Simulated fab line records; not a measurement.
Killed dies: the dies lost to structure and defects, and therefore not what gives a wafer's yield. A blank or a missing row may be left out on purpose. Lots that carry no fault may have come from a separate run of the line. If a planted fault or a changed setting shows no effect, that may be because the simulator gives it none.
A lot that was struck, set against a sound lot	flow nand_harc	16 steps out of a route of 1159
Sound: wafers L451.2, L451.5, L451.6. Wafers struck: L471.2, L471.3, L471.5. Last of all comes the cause.
Order at every step that has rows: each side's tool, ch and its chambers, its first start. Under that, the readings that differ: sound wafers	struck wafers	difference of the means	sigmas: that difference in standard deviations of wafers without a fault.
alike: readings whose means differ by less than 2 such deviations, and words and numbers that are the same on both sides. not compared: withheld readings, readings that some wafer has no value for, bounds like >300 that may hide the same value, and numbers for which the record gives no deviation and whose values overlap.
Wherever a step has rows on one side only, a row that says differs or no value, or a row with sigmas, the two part there. Numbers that have no deviation but don't overlap get no sigmas and don't part them. Lack of a reading on every wafer of one side parts them only where that side has two or more wafers.

first, 5 steps without rows for these wafers: NHARC_P_STI_SOFTBAKE_04 (time 70 s); NHARC_P_STI_EBR_05; NHARC_P_STI_EXPOSE_06 (exposes mask P STI, target cd 200 nm); NHARC_P_STI_PEB_07 (peb time 80 s); NHARC_P_STI_DEVELOP_08 (time 50 s).
NHARC_P_STI_CD_MEAS_09 targets a cd of 200 nm.
  sound on cd_sem-02 ch 0, day 2 13:44; struck on cd_sem-03 ch 0, day 7 16:56
  alike: cd_nm
NHARC_P_STI_OVL_MEAS_10:
  sound: overlay-01 at day 2 13:50; struck: overlay-02 at day 7 17:02
  alike: overlay_x_nm, overlay_y_nm
NHARC_P_STI_INSPECT_11:
  sound: defect_inspect-02 at day 2 13:52; struck: defect_inspect-02 at day 7 17:04
  alike: raw_defect_count
then, 1 step without rows for these wafers: NHARC_P_STI_HARDBAKE_13 (time 65 s).
NHARC_P_STI_DESCUM_14: chemistry O2, time 3 s.
  sound on rie_diel-01 ch 1,2, day 2 14:01; struck on rie_diel-06 ch 1,2,3, day 7 17:13
  alike: drypump_motor_current_A, oes_product_au, rf_vpp_V, showerhead_plenum_p_Torr, throttle_valve_pct
  not compared: rf_hours_counter_h
NHARC_P_STI_ETCH_42: etches the open film in N2/H2, target depth 80 nm, overetch 24 nm, time 61 s.
  sound on rie_diel-01 ch 1,2, day 2 14:12; struck on rie_diel-06 ch 0,1,2, day 7 17:18
  alike: drypump_motor_current_A, oes_product_au, rf_vpp_V, showerhead_plenum_p_Torr, throttle_valve_pct
  not compared: rf_hours_counter_h
NHARC_P_STI_ETCH_31: etches the open film in CF4/CHF3, target depth 108.9 nm, time 54.5 s.
  sound on rie_diel-01 ch 0,1,3; struck on rie_diel-06 ch 0,2,3
  alike: drypump_motor_current_A, oes_product_au, rf_vpp_V, showerhead_plenum_p_Torr, throttle_valve_pct
  not compared: rf_hours_counter_h
NHARC_P_STI_ETCH_15: etches the open film in HBr/Cl2, target depth 300 nm, time 100.1 s.
  sound on rie_si-03 ch 0,1,2, day 2 14:26; struck on rie_si-06 ch 0,3, day 7 17:29
reading	sound	struck	difference	sigmas
oes_product_au (a.u.)	0.997 1.007 0.989	0.870 0.873 0.870	-0.127	-18
model.P_STI.feature_depth_nm (nm)	299.3 300.4 297.7	241.1 242.6 240.1	-57.9	
  alike: drypump_motor_current_A, throttle_valve_pct
  not compared: rf_hours_counter_h
NHARC_P_STI_CD_MEAS_16:
  sound: cd_sem-01 at day 2 14:34; struck: cd_sem-02 at day 7 17:38
  alike: cd_nm
NHARC_P_STI_OCD_MEAS_17:
  sound: ocd-02 at day 2 14:39; struck: ocd-02 at day 7 17:44
reading	sound	struck	difference	sigmas
trench_depth_nm (nm)	299.1 300.3 296.9	241.4 242.6 239.8	-57.5	-24
trench_foot_cd_nm (nm)	155.3 160.1 156.5	165.5 166.0 163.7	+7.8	+5
then, 1 step without rows for these wafers: NHARC_P_STI_STRIP_19 (strips in SPM, time 900 s).

== WHERE THEY PART ==
Last at NHARC_P_STI_OCD_MEAS_17 as far as this record goes, first at NHARC_P_STI_ETCH_15.

WHY: what had been put in by the simulator
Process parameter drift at NHARC_P_STI_ETCH_15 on rie_si-06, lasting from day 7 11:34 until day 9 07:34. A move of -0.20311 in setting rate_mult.
